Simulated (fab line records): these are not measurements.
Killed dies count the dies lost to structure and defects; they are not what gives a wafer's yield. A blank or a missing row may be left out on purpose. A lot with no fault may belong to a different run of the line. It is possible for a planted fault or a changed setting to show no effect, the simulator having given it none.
Matching of chambers | flow n5-finfet | 3 sister chambers for N5_BEOL_M7_CURE_75 on uv-cure-03
The step cures SiCOH lowk, time 120 s. 6 wafers are shown with their chamber, then 9 later ones without.

== WAFERS, EACH WITH ITS CHAMBER ==
wafer  | chamber | wafer_temp_C_max | lamp-power-pct (%)
L076.2 | 2       | 373.8            | 52.27
L076.5 | 2       | 373.1            | 52.25
L081.2 | 1       | 371.7            | 52.36
L081.3 | 1       | 371.3            | 52.32
L086.3 | 0       | 373.1            | 52.30
L086.4 | 0       | 373.4            | 52.28

== WAFERS WITHOUT THEIR CHAMBER ==
wafer  | wafer_temp_C_max | lamp-power-pct (%)
L087.2 | 372.5            | 52.34
L087.3 | 372.4            | 52.33
L087.4 | 372.8            | 52.38
L089.2 | 372.5            | 52.24
L089.3 | 372.2            | 52.13
L089.6 | 372.1            | 52.35
L097.2 | 372.0            | 52.31
L097.3 | 371.4            | 52.36
L097.6 | 371.5            | 52.28

== EACH ONE'S CHAMBER ==
wafer  | from the rows above          | in truth
L087.2 | can't be placed: 1 or 0 or 2 | 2
L087.3 | can't be placed: 1 or 0 or 2 | 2
L087.4 | can't be placed: 1 or 0      | 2
L089.2 | can't be placed: 2 or 0      | 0
L089.3 | can't be placed: 2 or 0      | 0
L089.6 | 1                            | 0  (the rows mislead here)
L097.2 | can't be placed: 1 or 0      | 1
L097.3 | 1                            | 1
L097.6 | 1                            | 1
Placed correctly: 2 of 9. These rows do not allow placing 6 (true chamber among the candidates in 5). Number placed wrongly: 1.
How it was worked out, from the rows above alone: a wafer's distance from a chamber is the root of the sum, over the readings, of the square of ((its reading less the chamber's mean) divided by the reading's scatter). The wafer belongs to the nearest chamber; if the next one is less than 2 further off, it can't be placed. For every chamber, the mean is computed from those of its wafers that are shown. The scatter: take each reading less its chamber's mean, square it, sum over the shown wafers, divide by the number of wafers less the number of chambers, and take the root.
